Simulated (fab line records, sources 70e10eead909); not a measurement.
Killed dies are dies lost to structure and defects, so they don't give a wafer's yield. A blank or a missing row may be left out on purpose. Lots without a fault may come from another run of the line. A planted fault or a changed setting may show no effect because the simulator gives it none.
fab line records | flow nand_harc
record lots=6 wafers=18 last_day=25
route steps=1159 shown A_BONDPAD@1068 END@1159
lots that met no fault: from a run of the same line without faults
start_h: hours from the record's first day to the start of the lot's first wafer shown | wait_h: hours since the lot's step before | " the same as in the row above | L1.1+2: a row that stands for several wafers | - no value, or no start given | * or withheld: withheld | < > ~ a bound
route shown NAME@n: a module of which the file shows steps, and the number in the route of the first | usual: mean/standard deviation of fault-free wafers | same: alike in all rows | chamber/n: place in a boat | sites: the reading at each site | _std_site: their standard deviation | _edge_site: outer sites' mean less inner sites' | radius_mm: how far each site lies from the wafer's centre | mask NAME#n: copy n | behind: the tool/chamber that last shaped the wafer | hold: why the lot was held/for how many hours/how that ended | device: the transistor (n, p or np) that didn't switch | end of line: the same wafers' tests at the end of the route | a step without rows: its recipe alone | killed: dies lost to structure and defects at the first sort, not the wafer's yield | map: a wafer's dies, x killed, . not, _ none there
set.NAME: the setting as run; set.NAME@STEP: as run at that earlier step | model.NAME: the simulator's own value behind a step, which no gauge read
lots at some steps of the route; a table a step, a row a wafer
services: from which hour (start_h, from the record's first day; less than 0 if before it) a tool's chamber was out of use, for how many hours, and why
## steps
# step NHARC_A_BONDPAD_EBR_05
# step NHARC_A_BONDPAD_EXPOSE_06
# recipe na=0.55 dose_mj=36.99 mask_id=A_BPAD
# step NHARC_A_BONDPAD_PEB_07
# recipe peb_temp_c=128 peb_time_s=80
# step NHARC_A_BONDPAD_DEVELOP_08
# recipe time_s=50 dev_temp_c=22
# step NHARC_A_BONDPAD_CD_MEAS_09
# recipe target_cd_nm=500 landing_energy_ev=500
# usual cd_nm=501.5/2.6
# columns lot.wafer tool chamber start_h wait_h cd_nm
L963.1 cd_sem-02 0 409.99 - 502.6
L963.4 " 0 " " 499.4
L963.5 " 0 " " 504.3
L961.1 cd_sem-03 0 410.63 - 505.3
L961.5 " 0 " " 505.0
L961.6 " 0 " " 505.1
L979.2 cd_sem-01 0 520.64 - 504.1
L979.5 " 0 " " 501.4
L979.6 " 0 " " 497.9
L983.2 cd_sem-03 0 549.20 - 503.7
L983.4 " 0 " " 499.6
L983.5 " 0 " " 495.2
L981.2 cd_sem-03 0 549.48 - 495.1
L981.3 " 0 " " 493.4
L981.4 " 0 " " 498.8
L982.3 cd_sem-03 0 553.00 - 496.3
L982.5 " 0 " " 500.4
L982.6 " 0 " " 500.5
# step NHARC_A_BONDPAD_OVL_MEAS_35
# usual overlay_x_nm=-1/6.9 overlay_y_nm=0/6.5
# columns lot.wafer tool chamber start_h wait_h overlay_x_nm overlay_y_nm
L963.1 overlay-02 - 410.09 - -4 4
L963.4 " - " " -3 4
L963.5 " - " " -4 4
L961.1 overlay-02 - 410.72 - 2 6
L961.5 " - " " 1 7
L961.6 " - " " 1 7
L979.2 overlay-02 - 520.72 - -1 5
L979.5 " - " " -1 5
L979.6 " - " " -1 4
L983.2 overlay-01 - 549.28 - -7 4
L983.4 " - " " -6 4
L983.5 " - " " -6 4
L981.2 overlay-02 - 549.57 - 3 -10
L981.3 " - " " 3 -10
L981.4 " - " " 3 -10
L982.3 overlay-01 - 553.08 - 4 0
L982.5 " - " " 4 -1
L982.6 " - " " 4 0
# step NHARC_A_BONDPAD_HARDBAKE_10
# recipe temp_c=118 time_s=65
# step NHARC_A_BONDPAD_DESCUM_11
# recipe time_s=3 o2_flow_sccm=200 ar_flow_sccm=0 bias_power_w=0 chemistry=O2
# usual drypump_motor_current_A=5.7/0.46 oes_product_au=0.999/0.016 rf_vpp_V=57.9/0.87 showerhead_plenum_p_Torr=1.95/0.081 throttle_valve_pct=11.311/0.0091
# columns lot.wafer tool chamber start_h wait_h drypump_motor_current_A oes_product_au rf_hours_counter_h rf_vpp_V showerhead_plenum_p_Torr throttle_valve_pct
L963.4 rie_diel-11 0 410.24 - 5.9 0.975 6 57.6 2.03 11.301
L963.1 " 1 " " 6.6 0.991 6 57.5 1.92 11.298
L963.5 " 2 " " 4.8 0.979 - 56.9 1.85 11.288
L961.1 rie_diel-03 0 410.86 - 5.9 0.994 0 57.2 1.82 11.326
L961.6 " 0 " " 5.8 0.998 - 57.9 1.82 11.314
L961.5 " 1 " " 5.1 1.010 - 58.1 2.01 11.306
L979.2 rie_diel-11 3 520.85 - 6.3 1.025 29 57.7 1.86 11.309
L979.6 " 3 " " 6.3 1.013 - 59.2 1.86 11.318
L979.5 " 0 " " 5.9 0.989 - 58.9 2.02 11.322
L983.2 rie_diel-03 0 549.42 - 5.8 1.017 5 58.9 1.82 11.317
L983.4 " 1 " " 5.1 1.011 5 58.7 2.01 11.299
L983.5 " 3 " " 5.8 0.982 - 59.8 2.03 11.325
L981.4 rie_diel-03 0 549.69 - 5.9 1.002 5 56.7 1.82 11.308
L981.2 " 2 " " 5.7 0.983 5 58.3 1.96 11.324
L981.3 " 3 " " 5.8 0.985 5 58.9 2.03 11.310
L982.3 rie_diel-03 2 553.21 - 5.7 0.988 5 57.4 1.96 11.297
L982.6 " 1 " " 5.1 1.018 - 58.1 2.01 11.312
L982.5 " 2 " " 5.7 0.980 - 57.3 1.96 11.307
# step NHARC_A_BONDPAD_ETCH_34
# recipe target_depth_a=600 overetch_a=180 time_s=65.91 ion_energy_ev=200 n2_flow_sccm=150 h2_flow_sccm=150 ar_flow_sccm=0 rf_w=400 bias_w=150 chemistry=N2/H2
# usual drypump_motor_current_A=5.7/0.48 oes_product_au=0.998/0.015 rf_vpp_V=431.5/2.5 showerhead_plenum_p_Torr=2.08/0.088 throttle_valve_pct=14.170/0.0091
# columns lot.wafer tool chamber start_h wait_h drypump_motor_current_A oes_product_au rf_hours_counter_h rf_vpp_V showerhead_plenum_p_Torr throttle_valve_pct
L963.4 rie_diel-11 0 410.32 0.1 5.9 0.982 6 433.4 2.16 14.161
L963.1 " 1 " " 6.6 0.995 6 430.0 2.05 14.170
L963.5 " 2 " " 4.8 0.973 - 426.8 1.97 14.171
L961.1 rie_diel-03 3 410.94 0.1 5.8 0.994 0 434.7 2.17 14.170
L961.5 " 3 " " 5.8 0.990 - 434.5 2.17 14.171
L961.6 " 0 " " 5.9 1.003 - 428.1 1.94 14.169
L979.2 rie_diel-11 1 521.13 0.3 6.6 0.991 30 430.6 2.04 14.159
L979.6 " 2 " " 4.8 0.972 - 428.8 1.96 14.174
L979.5 " 3 " " 6.3 1.024 - 427.6 1.98 14.171
L983.2 rie_diel-03 3 549.50 0.1 5.8 0.988 5 432.6 2.17 14.169
L983.4 " 0 " " 5.9 1.011 5 427.3 1.94 14.176
L983.5 " 1 " " 5.1 0.995 - 433.1 2.14 14.191
L981.4 rie_diel-03 3 549.77 0.1 5.8 0.991 5 431.1 2.17 14.164
L981.3 " 1 " " 5.1 1.012 5 434.0 2.14 14.167
L981.2 " 2 " " 5.7 0.986 5 432.3 2.09 14.161
L982.3 rie_diel-03 2 553.31 0.1 5.6 0.990 5 432.4 2.09 14.198
L982.6 " 3 " " 5.9 0.981 - 433.8 2.17 14.168
L982.5 " 0 " " 5.9 1.012 - 428.6 1.94 14.178
# step NHARC_A_BONDPAD_ETCH_12
# recipe target_depth_a=2200 time_s=110 chf3_flow_sccm=50 o2_flow_sccm=10 ar_flow_sccm=200 rf_w=500 bias_w=200 chemistry=CHF3/O2
# usual drypump_motor_current_A=5.7/0.48 oes_product_au=0.949/0.026 rf_vpp_V=371.4/2.3 showerhead_plenum_p_Torr=2.44/0.1 throttle_valve_pct=20.572/0.0093
# columns lot.wafer tool chamber start_h wait_h drypump_motor_current_A oes_product_au rf_hours_counter_h rf_vpp_V showerhead_plenum_p_Torr throttle_valve_pct
L963.4 rie_diel-11 3 - - 6.3 0.932 7 370.8 2.34 20.574
L963.1 " 0 " " 5.9 0.904 6 374.5 2.54 20.575
L963.5 " 2 " " 4.8 0.900 - 368.6 2.33 20.572
L961.1 rie_diel-03 2 - - 5.6 0.949 1 372.2 2.46 20.556
L961.6 " 2 " " 5.6 0.958 - 372.0 2.46 20.588
L961.5 " 3 " " 5.8 0.966 - 373.2 2.55 20.575
L979.2 rie_diel-11 0 - - 5.9 0.914 31 373.3 2.53 20.577
L979.5 " 1 " " 6.6 0.924 - 371.4 2.41 20.573
L979.6 " 2 " " 4.8 0.896 - 368.0 2.32 20.578
L983.4 rie_diel-03 3 - - 5.8 0.927 5 373.8 2.55 20.578
L983.2 " 2 " " 5.6 0.925 5 370.0 2.46 20.573
L983.5 " 3 " " 5.8 0.922 - 374.2 2.55 20.588
L981.3 rie_diel-03 0 - - 5.9 0.937 5 368.1 2.29 20.568
L981.4 " 1 " " 5.1 0.934 5 373.2 2.51 20.570
L981.2 " 2 " " 5.7 0.910 5 371.5 2.46 20.582
L982.3 rie_diel-03 2 - - 5.7 0.957 5 370.4 2.46 20.582
L982.6 " 3 " " 5.9 0.966 - 374.0 2.55 20.594
L982.5 " 0 " " 5.9 0.992 - 368.4 2.29 20.577
# step NHARC_A_BONDPAD_CD_MEAS_13
# usual cd_nm=501.0/2.8
# columns lot.wafer tool chamber start_h wait_h cd_nm
L963.1 cd_sem-02 - 410.58 - 502.5
L963.4 " - " " 499.0
L963.5 " - " " 503.3
L961.1 cd_sem-03 - 411.17 - 504.9
L961.5 " - " " 504.3
L961.6 " - " " 503.9
L979.2 cd_sem-02 - 521.34 - 503.0
L979.5 " - " " 501.8
L979.6 " - " " 496.9
L983.2 cd_sem-03 - 549.72 - 503.2
L983.4 " - " " 499.3
L983.5 " - " " 496.1
L981.2 cd_sem-02 - 550.01 - 493.8
L981.3 " - " " 494.2
L981.4 " - " " 498.9
L982.3 cd_sem-02 - 553.53 - 494.7
L982.5 " - " " 500.3
L982.6 " - " " 499.1
# step NHARC_A_BONDPAD_STRIP_15
# recipe o2_flow_sccm=500 ar_flow_sccm=0 bias_w=0 chemistry=O2
# usual drypump_motor_current_A=5.7/0.42 oes_product_au=1.000/0.015 rf_vpp_V=58.0/0.87 showerhead_plenum_p_Torr=3.61/0.13 throttle_valve_pct=17.036/0.0096
# columns lot.wafer tool chamber start_h wait_h drypump_motor_current_A oes_product_au rf_hours_counter_h rf_vpp_V showerhead_plenum_p_Torr throttle_valve_pct
L963.1 rie_diel-03 2 410.69 0.1 5.7 0.977 1 58.1 3.61 17.031
L963.4 " 3 " " 5.8 0.993 0 59.3 3.74 17.026
L963.5 " 1 " " 5.1 0.990 - 58.3 3.69 17.046
L961.1 rie_diel-03 2 411.26 0.1 5.7 0.978 1 58.6 3.61 17.044
L961.5 " 1 " " 5.1 0.993 - 58.1 3.69 17.032
L961.6 " 2 " " 5.7 0.970 - 56.4 3.61 17.037
L979.2 rie_diel-13 0 521.43 0.1 5.5 1.037 22 58.3 3.72 17.040
L979.5 " 0 " " 5.5 1.021 - 59.0 3.72 17.040
L979.6 " 1 " " 5.3 1.013 - 58.0 3.62 17.031
L983.2 rie_diel-13 0 549.80 0.1 5.5 1.012 35 59.1 3.71 17.054
L983.4 " 2 " " 6.5 1.024 33 59.5 3.79 17.033
L983.5 " 1 " " 5.3 1.004 - 57.5 3.62 17.028
L981.2 rie_diel-03 3 550.08 0.1 5.8 0.979 5 56.7 3.74 17.034
L981.4 " 1 " " 5.1 1.018 5 58.6 3.69 17.027
L981.3 " 2 " " 5.7 0.975 5 59.0 3.61 17.029
L982.3 rie_diel-03 0 553.63 0.1 5.9 1.011 5 56.9 3.37 17.030
L982.5 " 2 " " 5.7 0.989 - 59.1 3.61 17.052
L982.6 " 3 " " 5.8 0.979 - 57.4 3.73 17.047
# step NHARC_A_BONDPAD_ETCH_24
# recipe target_depth_a=300 over_etch_frac=0.3 time_s=72.99 ion_energy_ev=150 cf4_flow_sccm=50 n2_flow_sccm=100 ar_flow_sccm=150 rf_w=300 bias_w=100 chemistry=CF4/N2
# usual cf4_flow_sccm=50.00/0.17 drypump_motor_current_A=5.7/0.44 oes_product_au=1.000/0.014 rf_vpp_V=315.0/2 showerhead_plenum_p_Torr=2.68/0.11 throttle_valve_pct=19.794/0.0094
# columns lot.wafer tool chamber start_h wait_h cf4_flow_sccm drypump_motor_current_A oes_product_au rf_hours_counter_h rf_vpp_V showerhead_plenum_p_Torr throttle_valve_pct
L963.4 rie_diel-03 2 410.82 - 49.86 5.7 0.982 1 315.8 2.69 19.804
L963.1 " 3 " " 50.18 5.8 0.990 0 318.9 2.78 19.781
L963.5 " 0 " " 50.13 5.8 1.001 - 313.0 2.51 19.788
L961.1 rie_diel-03 0 411.40 - 50.21 5.8 1.007 1 312.1 2.51 19.790
L961.5 " 3 " " 49.82 5.8 0.988 - 315.9 2.78 19.793
L961.6 " 0 " " 50.22 5.9 1.007 - 309.3 2.51 19.799
L979.2 rie_diel-13 1 521.60 - 50.28 5.3 1.007 21 315.4 2.70 19.796
L979.5 " 3 " " 49.91 6.3 1.014 - 315.2 2.70 19.805
L979.6 " 0 " " 50.18 5.5 1.024 - 317.1 2.77 19.819
L983.4 rie_diel-13 1 549.96 - 49.92 5.3 0.997 33 316.2 2.69 19.779
L983.2 " 2 " " 50.16 6.5 1.017 33 318.9 2.82 19.794
L983.5 " 1 " " 49.84 5.3 1.009 - 312.7 2.69 19.801
L981.2 rie_diel-03 2 550.23 - 50.12 5.7 1.371 5 314.0 2.69 19.794
L981.4 " 3 " " 49.79 5.8 1.376 5 316.5 2.78 19.795
L981.3 " 0 " " 50.05 5.9 1.410 5 312.8 2.51 19.801
L982.3 rie_diel-03 1 553.76 - 50.19 5.1 1.425 6 314.3 2.75 19.798
L982.5 " 3 " " 50.26 5.8 1.381 - 315.8 2.78 19.801
L982.6 " 0 " " 50.05 5.9 1.416 - 313.1 2.51 19.780
# step NHARC_A_BONDPAD_STRIP_16
# recipe time_s=600 temp_c=30 chemistry=post_etch_residue_remover
# step NHARC_END_SORT_01
# recipe temp_c=25
# usual defect_limited_yield=95.5/1.4 killed_at_array=26/9.7 killed_at_other=1.0/1.2 killed_at_periphery=3.9/2.6 killed_dies=31/9.7 killed_open=3.2/1.8 killed_short=2.0/1.3 sort_bin_2_pct=1.4/0.6 sort_bin_3_pct=0.23/0.2 sort_bin_4_pct=2.9/0.97 sort_n_pass=646/9.7 sort_rim_yield_pct=95.7/2.6 sort_yield_pct=95.5/1.4
# same gross_dies=677 sort_bin_5_pct[%]=0 sort_bin_6_pct[%]=0 sort_bin_7_pct[%]=0 sort_bin_8_pct[%]=0 sort_rim_n_gross=106.00
# columns lot.wafer tool chamber start_h wait_h defect_limited_yield[%] killed_at_array killed_at_other killed_at_periphery killed_dies killed_open killed_short sort_bin_2_pct[%] sort_bin_3_pct[%] sort_bin_4_pct[%] sort_n_pass sort_rim_yield_pct[%] sort_yield_pct[%]
L963.1 prober-02 0 445.07 2.5 96.5 18 0 6 24 5 1 0.7 0.15 2.7 653 91.5 96.5
L963.4 prober-02 0 447.45 3.4 97.2 9 2 8 19 2 3 0.4 0.30 2.1 658 97.2 97.2
L963.5 prober-02 0 448.24 3.7 97.9 11 1 2 14 1 3 0.4 0.15 1.5 663 99.1 97.9
L961.1 prober-01 0 452.90 2.5 96.5 22 0 2 24 3 0 0.7 0.15 2.7 653 100.0 96.5
L961.5 prober-01 0 456.13 3.7 96.3 24 0 1 25 2 4 1.2 0.74 1.8 652 98.1 96.3
L961.6 prober-01 0 456.94 4.0 96.0 24 2 1 27 4 2 1.3 0.15 2.5 650 94.3 96.0
L979.2 prober-01 0 558.46 2.8 92.6 47 2 1 50 5 2 2.1 0.30 5.0 627 94.3 92.6
L979.5 prober-01 0 560.88 3.7 93.2 44 0 2 46 6 2 2.5 0.30 4.0 631 93.4 93.2
L979.6 prober-01 0 561.69 4.0 93.5 38 1 5 44 2 4 1.8 0.30 4.4 633 92.5 93.5
L983.2 prober-02 0 580.34 2.8 94.4 37 0 1 38 3 5 1.5 0.30 3.8 639 97.2 94.4
L983.4 prober-02 0 581.91 3.4 96.0 22 1 4 27 3 3 1.5 0 2.5 650 95.3 96.0
L983.5 prober-02 0 582.70 3.6 95.3 25 0 7 32 3 3 1.3 0.44 3.0 645 95.3 95.3
L981.2 prober-01 0 580.35 2.8 96.5 20 1 3 24 1 1 0.7 0 2.8 653 92.5 96.5
L981.3 prober-01 0 581.15 3.1 96.3 18 1 6 25 5 0 1.5 0 2.2 652 94.3 96.3
L981.4 prober-01 0 581.95 3.4 94.7 26 1 9 36 6 2 1.8 0.30 3.2 641 96.2 94.7
L982.3 prober-02 0 588.91 3.1 93.4 34 3 8 45 2 1 2.4 0.30 4.0 632 97.2 93.4
L982.5 prober-02 0 590.54 3.8 93.2 35 3 8 46 5 3 1.5 0.44 4.9 631 91.5 93.2
L982.6 prober-02 0 591.35 4.1 93.9 31 3 7 41 2 2 1.8 0.59 3.7 636 93.4 93.9
# killed by level:class
L963.1 A_ZERO_WELL:chamber_film_flake=5 A_STAIRCASE:chamber_film_flake=4 A_WL_FILL:chamber_film_flake=4 P_CONTACT:geometric_particle:open=2 P_CONTACT:chamber_film_flake=2 P_CONTACT:geometric_particle:short=1 A_CHANNEL_FILL_D1:geometric_particle:open=1 A_WL_FILL:geometric_particle:open=1
L963.4 P_CONTACT:chamber_film_flake=5 A_STAIRCASE:chamber_film_flake=3 P_ZERO_WELL:chamber_film_flake=2 THIN_TSV:chamber_film_flake=2 P_CONTACT:geometric_particle:short=1 A_ONON_D1:geometric_particle:short=1 A_ONON_D1:geometric_particle:open=1 A_WL_FILL:geometric_particle:short=1
L963.5 A_STAIRCASE:chamber_film_flake=6 A_CONTACT:chamber_film_flake=2 P_CONTACT:geometric_particle:open=1 P_CONTACT:geometric_particle:short=1 A_CHANNEL_FILL_D1:geometric_particle:short=1 STARTING-WAFER:geometric_particle:short=1 A_ZERO_WELL:chamber_film_flake=1 A_SLIT:chamber_film_flake=1
L961.1 A_CHANNEL_HOLE_D1:chamber_film_flake=12 A_ZERO_WELL:chamber_film_flake=3 A_CHANNEL_FILL_D1:geometric_particle:open=1 A_CONTACT:geometric_particle:open=1 A_M0:geometric_particle:open=1 P_STI:chamber_film_flake=1 P_CONTACT:chamber_film_flake=1 A_STAIRCASE:chamber_film_flake=1
L961.5 A_CHANNEL_HOLE_D1:chamber_film_flake=12 A_CONTACT:chamber_film_flake=3 A_STAIRCASE:chamber_film_flake=2 P_STI:geometric_particle:short=1 A_ONON_D1:geometric_particle:short=1 A_CHANNEL_FILL_D1:geometric_particle:short=1 A_WL_FILL:geometric_particle:open=1 A_CONTACT:geometric_particle:open=1
L961.6 A_CHANNEL_HOLE_D1:chamber_film_flake=12 A_SLIT:chamber_film_flake=3 A_WL_FILL:geometric_particle:open=2 A_STAIRCASE:chamber_film_flake=2 THIN_TSV:chamber_film_flake=2 P_M0:geometric_particle:open=1 A_CHANNEL_FILL_D1:geometric_particle:short=1 A_WL_FILL:geometric_particle:short=1
L979.2 A_SLIT:chamber_film_flake=19 A_CHANNEL_HOLE_D1:chamber_film_flake=5 A_CONTACT:chamber_film_flake=4 A_BLC:chamber_film_flake=4 A_WL_FILL:chamber_film_flake=3 A_CONTACT:geometric_particle:open=2 A_STAIRCASE:chamber_film_flake=2 A_M1:chamber_film_flake=2
L979.5 A_SLIT:chamber_film_flake=12 A_CHANNEL_HOLE_D1:chamber_film_flake=9 A_CONTACT:chamber_film_flake=7 A_SGD_CUT:chamber_film_flake=4 A_ONON_D1:geometric_particle:open=2 A_M1:chamber_film_flake=2 P_GATE:geometric_particle:open=1 A_ONON_D1:geometric_particle:short=1
L979.6 A_SLIT:chamber_film_flake=13 A_CHANNEL_HOLE_D1:chamber_film_flake=5 A_STAIRCASE:chamber_film_flake=4 A_CONTACT:chamber_film_flake=4 A_BLC:chamber_film_flake=4 A_SGD_CUT:chamber_film_flake=3 A_CONTACT:geometric_particle:short=2 P_ZERO_WELL:chamber_film_flake=2
L983.2 A_SLIT:chamber_film_flake=18 A_CHANNEL_HOLE_D1:chamber_film_flake=7 A_WL_FILL:geometric_particle:short=3 A_STAIRCASE:chamber_film_flake=2 A_CHANNEL_FILL_D1:geometric_particle:open=1 A_CONTACT:geometric_particle:open=1 A_BLC:geometric_particle:short=1 A_BLC:geometric_particle:open=1
L981.2 A_CONTACT:chamber_film_flake=10 A_CHANNEL_HOLE_D1:chamber_film_flake=6 A_STAIRCASE:chamber_film_flake=2 P_M0:geometric_particle:short=1 P_ZERO_WELL:chamber_film_flake=1 P_STI:chamber_film_flake=1 STARTING-WAFER:geometric_particle:open=1 A_ZERO_WELL:chamber_film_flake=1
L981.3 P_STI:chamber_film_flake=4 A_STAIRCASE:chamber_film_flake=4 A_ZERO_WELL:chamber_film_flake=3 A_WL_FILL:chamber_film_flake=3 A_CONTACT:chamber_film_flake=3 A_CHANNEL_HOLE_D1:chamber_film_flake=2 P_STI:geometric_particle:open=1 P_GATE:geometric_particle:open=1
L983.4 A_SLIT:chamber_film_flake=8 A_CHANNEL_HOLE_D1:chamber_film_flake=6 A_WL_FILL:chamber_film_flake=4 P_CONTACT:geometric_particle:open=2 A_WL_FILL:geometric_particle:short=2 A_M0:geometric_particle:open=1 STARTING-WAFER:geometric_particle:short=1 P_GATE:chamber_film_flake=1
L981.4 A_CHANNEL_HOLE_D1:chamber_film_flake=8 A_STAIRCASE:chamber_film_flake=6 A_CONTACT:geometric_particle:open=3 A_ZERO_WELL:chamber_film_flake=3 A_CONTACT:chamber_film_flake=3 P_ZERO_WELL:chamber_film_flake=2 P_STI:chamber_film_flake=2 A_WL_FILL:chamber_film_flake=2
L983.5 A_SLIT:chamber_film_flake=11 A_CHANNEL_HOLE_D1:chamber_film_flake=5 P_M0:chamber_film_flake=3 A_CONTACT:chamber_film_flake=3 A_STAIRCASE:chamber_film_flake=2 P_GATE:geometric_particle:open=1 P_CONTACT:geometric_particle:short=1 P_M2:geometric_particle:short=1
L982.3 A_SLIT:chamber_film_flake=17 A_CHANNEL_HOLE_D1:chamber_film_flake=8 P_STI:chamber_film_flake=3 P_M0:chamber_film_flake=3 A_CHANNEL_FILL_D1:chamber_film_flake=3 A_CONTACT:chamber_film_flake=3 THIN_TSV:chamber_film_flake=2 P_M1:geometric_particle:open=1
L982.5 A_SLIT:chamber_film_flake=20 A_CHANNEL_HOLE_D1:chamber_film_flake=5 A_CONTACT:chamber_film_flake=4 THIN_TSV:chamber_film_flake=3 P_M0:geometric_particle:open=2 P_ZERO_WELL:chamber_film_flake=2 P_CONTACT:geometric_particle:open=1 A_SOURCE_PLATE:geometric_particle:short=1
L982.6 A_SLIT:chamber_film_flake=11 A_CHANNEL_HOLE_D1:chamber_film_flake=9 A_STAIRCASE:chamber_film_flake=4 A_CONTACT:chamber_film_flake=4 P_GATE:chamber_film_flake=3 THIN_TSV:chamber_film_flake=3 A_ONON_D1:geometric_particle:short=2 P_ZERO_WELL:chamber_film_flake=2
## services
# columns tool chamber start_h hours kind
rie_diel-03 - 392.33 9.0 pm
rie_diel-03 0 392.33 9.0 vent_cycle
rie_diel-03 1 392.33 9.0 vent_cycle
rie_diel-03 2 392.33 9.0 vent_cycle
rie_diel-03 3 392.33 9.0 vent_cycle
rie_diel-03 0 401.33 - clean
rie_diel-03 1 401.33 - clean
rie_diel-03 2 401.33 - clean
rie_diel-03 3 401.33 - clean
rie_diel-03 0 425.83 - clean
rie_diel-03 1 425.83 - clean
rie_diel-03 2 425.83 - clean
rie_diel-03 3 425.83 - clean
rie_diel-11 - 432.78 0.4 repair
rie_diel-03 0 450.33 - clean
rie_diel-03 1 450.33 - clean
rie_diel-03 2 450.33 - clean
rie_diel-03 3 450.33 - clean
rie_diel-13 - 453.00 9.0 pm
rie_diel-03 1 470.57 3.0 repair
rie_diel-03 0 474.88 - clean
rie_diel-13 3 532.78 8.0 repair
rie_diel-03 0 540.85 6.3 repair
rie_diel-11 - 543.64 9.0 pm
## key
first_sign step=NHARC_A_BONDPAD_ETCH_24 reading=oes_product_au direction=up sigmas=28 usual=1.000 struck=1.397
effect none on later readings
met_at NHARC_A_BONDPAD_ETCH_24
struck_wafers L981.2,L981.3,L981.4,L982.3,L982.5,L982.6
onset_between 411.40 550.23
fault kind=process_parameter_drift tool=rie_diel-03 chamber=- onset_h=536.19 steps=NHARC_A_BONDPAD_ETCH_24 channel=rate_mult offset=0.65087 shape=step end_h=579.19
